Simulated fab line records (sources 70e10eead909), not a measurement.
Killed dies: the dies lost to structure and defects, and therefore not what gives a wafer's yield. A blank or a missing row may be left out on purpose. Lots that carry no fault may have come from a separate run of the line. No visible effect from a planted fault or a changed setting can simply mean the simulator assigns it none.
fab line records -- flow nand-harc
record lots=6, wafers=18, last-day=33
route steps=1302 shown A_SLIT@940 A_SIN_REMOVE@947 A_WL_FILL@952 END@1302
lots untouched by any fault: they come from a run of this same line in which no faults occurred
start-h: hours from the record's first day to the start of the lot's first wafer shown -- wait-h: hours from the lot's prior step to this one -- " the same as in the row above -- L1.1+2: several wafers, shown together as one row -- - no value present, or no start provided -- * or withheld: withheld -- < > ~ a bound
route shown NAME@n: names a module that has steps shown in the file, with the first one's number in the route -- usual: average and standard deviation across the fault-free wafers -- same: alike in all rows -- chamber/n: place in a boat -- sites: the reading at each site -- _std_site: how widely they spread, as a standard deviation -- _edge_site: inner sites' mean taken away from outer sites' mean -- radius-mm: for every site, how far away it sits from the centre of the wafer -- mask NAME#n: copy n -- behind: the last tool/chamber to shape the wafer -- hold: cause of the lot's hold/its duration in hours/its outcome -- device: the transistor (n, p or np) that didn't switch -- end of line: the same wafers' tests at the end of the route -- for a step that has no rows: nothing shown but its recipe -- killed: dies lost to structure and defects at the first sort, not the wafer's yield -- map: per-die view of a wafer (x killed, . not killed, _ where there is no die)
set.NAME: the run value of the setting; set.NAME@STEP: its run value at that earlier step -- model.NAME: the simulator's own value behind a step, which no gauge read
lots seen at some steps along the route; tables by step, rows by wafer
services: the hour from which a tool's chamber was out of use, counted from the record's first day as start-h (under 0 if before that day), plus the number of hours and why
## steps
# step NHARC_A_SLIT_ETCH_26
# recipe bias-v=400, source-w=2000, pressure-mtorr=25, time-s=90, ar-flow-sccm=375, c4f8-flow-sccm=41.7, o2-flow-sccm=83.3, target-depth-a=4000, chemistry=C4F8/O2/Ar
# usual drypump-motor-current-A=5.7/0.65, showerhead-plenum-p-Torr=3.74/0.19, throttle-valve-pct=27.619/0.0089
lot.wafer,tool,chamber,start-h,wait-h,drypump-motor-current-A,rf-hours-counter-h,showerhead-plenum-p-Torr,throttle-valve-pct
L673.4,har-etch-02,1,496.09,1.9,6.5,-,3.94,27.625
L673.6,har-etch-02,1,496.09,1.9,6.5,-,3.94,27.599
L673.5,har-etch-02,0,496.09,1.9,4.8,-,3.94,27.624
L678.1,har-etch-01,0,532.52,2.4,5.3,304,3.64,27.619
L678.3,har-etch-01,1,532.52,2.4,6.0,-,3.49,27.625
L678.6,har-etch-01,0,532.52,2.4,5.3,-,3.64,27.612
L677.4,har-etch-02,1,536.36,1.9,6.5,-,3.93,27.620
L677.3,har-etch-02,0,536.36,1.9,4.8,-,3.93,27.630
L677.6,har-etch-02,0,536.36,1.9,4.8,-,3.93,27.599
L680.1,har-etch-01,1,580.61,2.5,6.0,319,3.49,27.622
L680.6,har-etch-01,0,580.61,2.5,5.3,-,3.63,27.612
L680.5,har-etch-01,1,580.61,2.5,6.0,-,3.49,27.630
L686.2,har-etch-01,1,613.14,3.0,6.0,350,3.47,27.611
L686.1,har-etch-01,0,613.14,3.0,5.3,350,3.62,27.635
L686.5,har-etch-01,1,613.14,3.0,6.0,-,3.47,27.638
L690.1,har-etch-01,0,694.48,2.4,5.3,384,3.60,27.612
L690.4,har-etch-01,1,694.48,2.4,6.1,-,3.45,27.616
L690.3,har-etch-01,0,694.48,2.4,5.3,-,3.60,27.633
# step NHARC_A_SLIT_STRIP_28
# recipe o2-flow-sccm=400, cos-flow-sccm=20, ar-flow-sccm=0, bias-w=0, chemistry=O2/COS
# step NHARC_A_SLIT_ETCH_29
# recipe target-depth-a=1000, overetch-a=100, time-s=55, ion-energy-ev=100, cf4-flow-sccm=80, o2-flow-sccm=20, ar-flow-sccm=0, rf-w=300, bias-w=100, chemistry=CF4/O2
# usual drypump-motor-current-A=5.7/0.56, oes-product-au=0.999/0.0084, rf-vpp-V=197.4/1.5, showerhead-plenum-p-Torr=1.32/0.056, throttle-valve-pct=13.396/0.0084
lot.wafer,tool,chamber,start-h,wait-h,drypump-motor-current-A,oes-product-au,rf-hours-counter-h,rf-vpp-V,showerhead-plenum-p-Torr,throttle-valve-pct
L673.4,rie-diel-03,3,496.93,0.1,6.5,0.998,2.2,199.6,1.40,13.412
L673.5,rie-diel-03,0,496.93,0.1,5.3,1.001,-,199.6,1.38,13.401
L673.6,rie-diel-03,1,496.93,0.1,5.6,1.000,-,196.1,1.29,13.393
L678.1,rie-diel-12,2,533.38,0.1,5.7,1.008,4.7,197.1,1.36,13.380
L678.3,rie-diel-12,3,533.38,0.1,6.2,1.005,3.8,196.0,1.27,13.399
L678.6,rie-diel-12,0,533.38,0.1,5.0,1.010,-,195.6,1.26,13.399
L677.4,rie-diel-11,0,537.18,0.1,5.4,0.997,3.8,199.7,1.40,13.399
L677.3,rie-diel-11,2,537.18,0.1,6.4,1.013,3.1,196.7,1.25,13.395
L677.6,rie-diel-11,1,537.18,0.1,6.3,0.997,-,198.2,1.27,13.392
L680.1,rie-diel-12,0,581.47,0.1,5.0,1.004,7.3,196.5,1.26,13.392
L680.6,rie-diel-12,2,581.47,0.1,5.7,1.006,-,197.4,1.36,13.394
L680.5,rie-diel-12,3,581.47,0.1,6.2,1.012,-,195.6,1.27,13.397
L686.1,rie-diel-12,1,614.03,0.1,4.9,1.002,11.3,198.3,1.39,13.404
L686.2,rie-diel-12,2,614.03,0.1,5.7,1.001,8.8,198.1,1.36,13.403
L686.5,rie-diel-12,0,614.03,0.1,5.0,0.996,-,195.3,1.26,13.394
L690.3,rie-diel-03,3,695.34,0.1,6.5,0.990,2.3,199.3,1.40,13.379
L690.4,rie-diel-03,1,695.34,0.1,5.6,0.997,2.6,195.7,1.29,13.403
L690.1,rie-diel-03,2,695.34,0.1,6.5,1.009,2.4,195.9,1.32,13.407
# step NHARC_A_SLIT_STRIP_18
# recipe o2-flow-sccm=500, ar-flow-sccm=0, bias-w=0, chemistry=O2
# usual drypump-motor-current-A=5.8/0.55, oes-product-au=1.000/0.0077, rf-vpp-V=57.6/0.87, showerhead-plenum-p-Torr=3.49/0.14, throttle-valve-pct=17.036/0.009
lot.wafer,tool,chamber,start-h,wait-h,drypump-motor-current-A,oes-product-au,rf-hours-counter-h,rf-vpp-V,showerhead-plenum-p-Torr,throttle-valve-pct
L673.4,rie-diel-03,3,-,-,6.5,1.006,2.2,58.4,3.70,17.050
L673.5,rie-diel-03,2,-,-,6.5,1.012,-,57.4,3.50,17.031
L673.6,rie-diel-03,3,-,-,6.5,0.997,-,58.2,3.70,17.018
L678.1,rie-diel-12,1,-,-,4.9,0.978,6.5,57.3,3.66,17.044
L678.3,rie-diel-12,2,-,-,5.8,1.003,4.8,59.1,3.58,17.048
L678.6,rie-diel-12,0,-,-,5.0,1.000,-,57.6,3.33,17.045
L677.3,rie-diel-11,3,-,-,5.7,1.005,3.6,58.3,3.44,17.039
L677.4,rie-diel-11,1,-,-,6.3,1.005,2.9,57.8,3.37,17.042
L677.6,rie-diel-11,2,-,-,6.4,1.001,-,56.7,3.32,17.029
L680.1,rie-diel-12,2,-,-,5.7,1.003,6.6,57.8,3.58,17.037
L680.5,rie-diel-12,2,-,-,5.7,1.006,-,57.1,3.58,17.051
L680.6,rie-diel-12,3,-,-,6.2,1.016,-,57.4,3.37,17.043
L686.1,rie-diel-12,3,-,-,6.2,1.005,8.5,57.6,3.36,17.045
L686.2,rie-diel-12,0,-,-,5.0,0.998,11.0,58.5,3.33,17.029
L686.5,rie-diel-12,3,-,-,6.2,1.015,-,57.6,3.36,17.041
L690.4,rie-diel-03,0,-,-,5.3,1.003,2.5,57.7,3.63,17.022
L690.3,rie-diel-03,1,-,-,5.6,1.004,2.6,56.8,3.40,17.017
L690.1,rie-diel-03,3,-,-,6.5,0.999,2.4,57.9,3.69,17.023
# step NHARC_A_SLIT_PRECLEAN_19
# recipe time-s=*, temp-c=50, bath-age-min=0, chemistry=SC1
# step NHARC_A_SLIT_SRD_20
# step NHARC_A_SLIT_CD_MEAS_21
# usual cd-nm=289.6/0.7
lot.wafer,tool,chamber,start-h,wait-h,cd-nm
L673.4,cd-sem-03,-,497.45,-,289.6
L673.5,cd-sem-03,-,497.45,-,289.6
L673.6,cd-sem-03,-,497.45,-,290.1
L678.1,cd-sem-02,-,533.91,-,289.9
L678.3,cd-sem-02,-,533.91,-,289.8
L678.6,cd-sem-02,-,533.91,-,289.4
L677.3,cd-sem-01,-,537.72,-,288.9
L677.4,cd-sem-01,-,537.72,-,288.9
L677.6,cd-sem-01,-,537.72,-,288.9
L680.1,cd-sem-03,-,581.99,-,289.8
L680.5,cd-sem-03,-,581.99,-,289.3
L680.6,cd-sem-03,-,581.99,-,291.2
L686.1,cd-sem-02,-,614.57,-,289.3
L686.2,cd-sem-02,-,614.57,-,290.0
L686.5,cd-sem-02,-,614.57,-,289.6
L690.1,cd-sem-02,-,695.87,-,291.3
L690.3,cd-sem-02,-,695.87,-,290.4
L690.4,cd-sem-02,-,695.87,-,291.2
# step NHARC_A_SIN_REMOVE_WET_00
# recipe temp-c=160, time-s=15300, chemistry=H3PO4
# step NHARC_A_SIN_REMOVE_PRECLEAN_01
# recipe time-s=*, temp-c=50, bath-age-min=0, chemistry=SC1
# step NHARC_A_SIN_REMOVE_SRD_02
# step NHARC_A_SIN_REMOVE_INSPECT_04
# usual raw-defect-count=402/78
lot.wafer,tool,chamber,start-h,wait-h,raw-defect-count
L673.4,defect-inspect-01,-,504.13,0.0,434
L673.5,defect-inspect-01,-,504.13,0.0,440
L673.6,defect-inspect-01,-,504.13,0.0,611
L678.1,defect-inspect-01,-,540.54,0.0,516
L678.3,defect-inspect-01,-,540.54,0.0,511
L678.6,defect-inspect-01,-,540.54,0.0,387
L677.3,defect-inspect-01,-,544.31,0.0,314
L677.4,defect-inspect-01,-,544.31,0.0,229
L677.6,defect-inspect-01,-,544.31,0.0,401
L680.1,defect-inspect-01,-,588.52,0.0,354
L680.5,defect-inspect-01,-,588.52,0.0,413
L680.6,defect-inspect-01,-,588.52,0.0,411
L686.1,defect-inspect-02,-,627.97,0.0,374
L686.2,defect-inspect-02,-,627.97,0.0,497
L686.5,defect-inspect-02,-,627.97,0.0,595
L690.1,defect-inspect-01,-,702.41,0.0,474
L690.3,defect-inspect-01,-,702.41,0.0,568
L690.4,defect-inspect-01,-,702.41,0.0,384
# step NHARC_A_WL_FILL_ALD_00
# recipe target-thk-a=30, pulse-time-s=3, ald-cycles=30, temp-c=300, material=Al2O3
# usual ald-cycles=30/0, heater-power-outer-w=263/24, heater-power-w=465/39, precursor-pulse-height-rel=0.999/0.018
lot.wafer,tool,chamber,start-h,wait-h,ald-cycles,heater-power-outer-w,heater-power-w,precursor-pulse-height-rel
L673.4,ald-hk-03,3,504.25,0.1,30,247,462,1.008
L673.6,ald-hk-03,1,504.25,0.1,30,310,528,1.001
L673.5,ald-hk-03,2,504.25,0.1,30,306,507,0.992
L678.1,ald-hk-01,1,540.64,0.1,-,-,-,-
L678.3,ald-hk-01,3,540.64,0.1,-,-,-,-
L678.6,ald-hk-01,1,540.64,0.1,-,-,-,-
L677.3,ald-hk-04,1,544.38,0.1,-,-,-,-
L677.4,ald-hk-04,2,544.38,0.1,-,-,-,-
L677.6,ald-hk-04,2,544.38,0.1,-,-,-,-
L680.1,ald-hk-04,2,588.59,0.1,30,241,450,0.995
L680.5,ald-hk-04,2,588.59,0.1,30,250,454,0.990
L680.6,ald-hk-04,3,588.59,0.1,30,244,462,1.010
L686.2,ald-hk-01,0,628.19,0.2,30,325,530,0.982
L686.1,ald-hk-01,1,628.19,0.2,30,235,437,1.022
L686.5,ald-hk-01,3,628.19,0.2,30,279,506,0.998
L690.1,ald-hk-03,2,702.65,0.2,30,296,516,1.042
L690.4,ald-hk-03,3,702.65,0.2,30,268,484,1.022
L690.3,ald-hk-03,0,702.65,0.2,30,246,422,0.972
# step NHARC_A_WL_FILL_RTA_01
# recipe temp-c=1000, time-s=5
# usual lamp-power-pct=29.5/1.2, lamp_zone_6_pct=29.4/1.2, wafer_temp_C_max=1003.8/1.2
lot.wafer,tool,chamber,start-h,wait-h,lamp-power-pct,lamp_zone_6_pct,wafer_temp_C_max
L673.4,rtp-anneal-01,0,504.55,-,28.6,28.5,1003.7
L673.5,rtp-anneal-01,0,504.55,-,28.6,28.6,1004.5
L673.6,rtp-anneal-01,0,504.55,-,28.6,28.5,1004.3
L678.1,rtp-anneal-01,0,540.88,0.2,28.6,28.6,1003.9
L678.3,rtp-anneal-01,0,540.88,0.2,28.6,28.6,1005.5
L678.6,rtp-anneal-01,0,540.88,0.2,28.6,28.6,1005.2
L677.3,rtp-anneal-01,0,544.70,0.3,28.7,28.6,1004.1
L677.4,rtp-anneal-01,0,544.70,0.3,28.6,28.5,1003.8
L677.6,rtp-anneal-01,0,544.70,0.3,28.6,28.6,1005.0
L680.1,rtp-anneal-02,0,588.85,-,31.2,31.1,1003.3
L680.5,rtp-anneal-02,0,588.85,-,31.1,31.1,1001.7
L680.6,rtp-anneal-02,0,588.85,-,31.1,31.1,1002.8
L686.1,rtp-anneal-01,0,628.44,-,28.6,28.6,1005.2
L686.2,rtp-anneal-01,0,628.44,-,28.6,28.5,1004.8
L686.5,rtp-anneal-01,0,628.44,-,28.6,28.5,1003.3
L690.1,rtp-anneal-01,0,702.88,-,28.6,28.6,1003.7
L690.3,rtp-anneal-01,0,702.88,-,28.6,28.6,1004.6
L690.4,rtp-anneal-01,0,702.88,-,28.6,28.6,1002.8
# step NHARC_END_SORT_01
# recipe temp-c=25
# usual killed-at-array=58/20, killed-at-other=0.9/1.4, killed-at-periphery=4/3.1, killed-dies=63/20, killed-open=3.3/1.8, killed-short=2.4/1.5
# same gross-dies=677
lot.wafer,tool,chamber,start-h,wait-h,killed-at-array,killed-at-other,killed-at-periphery,killed-dies,killed-open,killed-short
L678.1,prober-01,0,647.21,2.5,666,1,10,677,2,2
L678.3,prober-01,0,648.80,3.1,670,0,7,677,4,3
L678.6,prober-01,0,651.20,4.0,665,0,12,677,7,1
L677.3,prober-02,0,658.61,3.1,675,0,2,677,1,2
L677.4,prober-02,0,659.41,3.4,676,0,1,677,5,4
L677.6,prober-02,0,661.01,4.0,675,1,1,677,2,3
# killed by level:class
L678.1 A_WL_FILL:area-ald=610 A_CHANNEL_HOLE_D1:chamber-film-flake=21 A_SLIT:chamber-film-flake=17 A_CHANNEL_HOLE_D2:chamber-film-flake=14 P_CONTACT:chamber-film-flake=4 P_M1:chamber-film-flake=3 P_STI:chamber-film-flake=2 P_STI:geometric-particle:open=1
L678.3 A_WL_FILL:area-ald=582 A_SLIT:chamber-film-flake=33 A_CHANNEL_HOLE_D1:chamber-film-flake=26 A_CHANNEL_HOLE_D2:chamber-film-flake=13 P_CONTACT:chamber-film-flake=3 A_CONTACT:chamber-film-flake=3 A_M1:chamber-film-flake=3 P_M1:chamber-film-flake=2
L678.6 A_WL_FILL:area-ald=608 A_CHANNEL_HOLE_D1:chamber-film-flake=29 A_SLIT:chamber-film-flake=15 P_CONTACT:chamber-film-flake=6 A_CHANNEL_HOLE_D2:chamber-film-flake=3 P_STI:chamber-film-flake=2 A_M1:chamber-film-flake=2 P_GATE:geometric-particle:open=1
L677.3 A_WL_FILL:area-ald=654 A_CHANNEL_HOLE_D2:chamber-film-flake=6 A_CHANNEL_FILL_D1:chamber-film-flake=4 A_CHANNEL_FILL_D1:geometric-particle:short=2 A_CHANNEL_HOLE_D1:chamber-film-flake=2 A_STAIRCASE:chamber-film-flake=2 P_M0:geometric-particle:open=1 P_GATE:chamber-film-flake=1
L677.4 A_WL_FILL:area-ald=638 A_CHANNEL_HOLE_D2:chamber-film-flake=15 A_CHANNEL_HOLE_D1:chamber-film-flake=5 A_SLIT:chamber-film-flake=3 A_CHANNEL_FILL_D2:geometric-particle:short=2 A_M0:geometric-particle:open=2 A_ONON_D1:geometric-particle:short=1 A_CHANNEL_FILL_D1:geometric-particle:open=1
L677.6 A_WL_FILL:area-ald=644 A_CHANNEL_HOLE_D1:chamber-film-flake=9 A_CHANNEL_HOLE_D2:chamber-film-flake=8 A_STAIRCASE:chamber-film-flake=5 A_CHANNEL_FILL_D1:chamber-film-flake=2 A_DECK1_JOINT:geometric-particle:open=1 A_CHANNEL_HOLE_D2:geometric-particle:short=1 A_CHANNEL_FILL_D2:geometric-particle:open=1
# map L677.3 (x killed, . not)
____________x____________
_________xxxxxxx_________
_______xxxxxxxxxxx_______
______xxxxxxxxxxxxx______
_____xxxxxxxxxxxxxxx_____
____xxxxxxxxxxxxxxxxx____
____xxxxxxxxxxxxxxxxx____
___xxxxxxxxxxxxxxxxxxx___
___xxxxxxxxxxxxxxxxxxx___
__xxxxxxxxxxxxxxxxxxxxx__
__xxxxxxxxxxxxxxxxxxxxx__
_xxxxxxxxxxxxxxxxxxxxxxx_
_xxxxxxxxxxxxxxxxxxxxxxx_
_xxxxxxxxxxxxxxxxxxxxxxx_
_xxxxxxxxxxxxxxxxxxxxxxx_
_xxxxxxxxxxxxxxxxxxxxxxx_
xxxxxxxxxxxxxxxxxxxxxxxxx
xxxxxxxxxxxxxxxxxxxxxxxxx
xxxxxxxxxxxxxxxxxxxxxxxxx
xxxxxxxxxxxxxxxxxxxxxxxxx
xxxxxxxxxxxxxxxxxxxxxxxxx
_xxxxxxxxxxxxxxxxxxxxxxx_
_xxxxxxxxxxxxxxxxxxxxxxx_
_xxxxxxxxxxxxxxxxxxxxxxx_
_xxxxxxxxxxxxxxxxxxxxxxx_
_xxxxxxxxxxxxxxxxxxxxxxx_
__xxxxxxxxxxxxxxxxxxxxx__
__xxxxxxxxxxxxxxxxxxxxx__
___xxxxxxxxxxxxxxxxxxx___
___xxxxxxxxxxxxxxxxxxx___
____xxxxxxxxxxxxxxxxx____
____xxxxxxxxxxxxxxxxx____
_____xxxxxxxxxxxxxxx_____
______xxxxxxxxxxxxx______
_______xxxxxxxxxxx_______
_________xxxxxxx_________
____________x____________
# map L678.1 (x killed, . not)
____________x____________
_________xxxxxxx_________
_______xxxxxxxxxxx_______
______xxxxxxxxxxxxx______
_____xxxxxxxxxxxxxxx_____
____xxxxxxxxxxxxxxxxx____
____xxxxxxxxxxxxxxxxx____
___xxxxxxxxxxxxxxxxxxx___
___xxxxxxxxxxxxxxxxxxx___
__xxxxxxxxxxxxxxxxxxxxx__
__xxxxxxxxxxxxxxxxxxxxx__
_xxxxxxxxxxxxxxxxxxxxxxx_
_xxxxxxxxxxxxxxxxxxxxxxx_
_xxxxxxxxxxxxxxxxxxxxxxx_
_xxxxxxxxxxxxxxxxxxxxxxx_
_xxxxxxxxxxxxxxxxxxxxxxx_
xxxxxxxxxxxxxxxxxxxxxxxxx
xxxxxxxxxxxxxxxxxxxxxxxxx
xxxxxxxxxxxxxxxxxxxxxxxxx
xxxxxxxxxxxxxxxxxxxxxxxxx
xxxxxxxxxxxxxxxxxxxxxxxxx
_xxxxxxxxxxxxxxxxxxxxxxx_
_xxxxxxxxxxxxxxxxxxxxxxx_
_xxxxxxxxxxxxxxxxxxxxxxx_
_xxxxxxxxxxxxxxxxxxxxxxx_
_xxxxxxxxxxxxxxxxxxxxxxx_
__xxxxxxxxxxxxxxxxxxxxx__
__xxxxxxxxxxxxxxxxxxxxx__
___xxxxxxxxxxxxxxxxxxx___
___xxxxxxxxxxxxxxxxxxx___
____xxxxxxxxxxxxxxxxx____
____xxxxxxxxxxxxxxxxx____
_____xxxxxxxxxxxxxxx_____
______xxxxxxxxxxxxx______
_______xxxxxxxxxxx_______
_________xxxxxxx_________
____________x____________
## services
tool,chamber,start-h,hours,kind
ald-hk-01,-,474.00,10.0,pm
rie-diel-12,0,478.90,-,clean
rie-diel-12,1,478.90,-,clean
rie-diel-12,2,478.90,-,clean
rie-diel-12,3,478.90,-,clean
rie-diel-12,0,503.40,-,clean
rie-diel-12,1,503.40,-,clean
rie-diel-12,2,503.40,-,clean
rie-diel-12,3,503.40,-,clean
rie-diel-03,-,504.56,9.9,repair
rie-diel-03,-,532.33,0.2,repair
ald-hk-03,-,570.48,10.0,pm
ald-hk-01,-,587.77,1.7,repair
rie-diel-03,1,590.27,41.7,repair
rie-diel-11,3,605.15,3.1,repair
rie-diel-11,-,609.53,9.0,pm
ald-hk-04,-,612.03,10.0,pm
rie-diel-12,-,622.40,9.0,pm
rie-diel-03,-,635.30,9.0,pm
rie-diel-11,2,641.67,10.2,repair
rie-diel-11,0,643.35,6.9,repair
ald-hk-03,-,647.77,1.0,repair
rie-diel-11,1,651.02,14.0,repair
ald-hk-01,-,652.00,10.0,pm
## key
first-sign step=NHARC_A_WL_FILL_ALD_00, reading=tool-record, direction=missing
effect step=NHARC_END_SORT_01, reading=killed-at-array, direction=up, sigmas=31, usual=58, struck=671
more-kills-born-at NHARC_A_WL_FILL_ALD_00@ald-hk-04=1936, NHARC_A_WL_FILL_ALD_00@ald-hk-01=1800
met-at NHARC_A_WL_FILL_ALD_00
struck-wafers L677.3,L677.4,L677.6,L678.1,L678.3,L678.6
later-rows-left-out L677.3,L677.4,L677.6,L678.1,L678.3,L678.6
tester-left-out L677,L678
fault kind=skipped-step-whole, tool=ald-hk-01,ald-hk-04, chamber=-, onset-h=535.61, steps=NHARC_A_WL_FILL_ALD_00, scope=struck-lots-only
# tester-left-out: of these lots the tester's yield and bins aren't shown, on N5 and GAA mostly nor the transistor test; their killed dies are dies lost to structure and defects alone, not to doping, threshold or leakage, so they don't give the yield
# later-rows-left-out: the simulator's readings of these wafers behind a module that went badly wrong aren't trusted and aren't shown, but for the sort
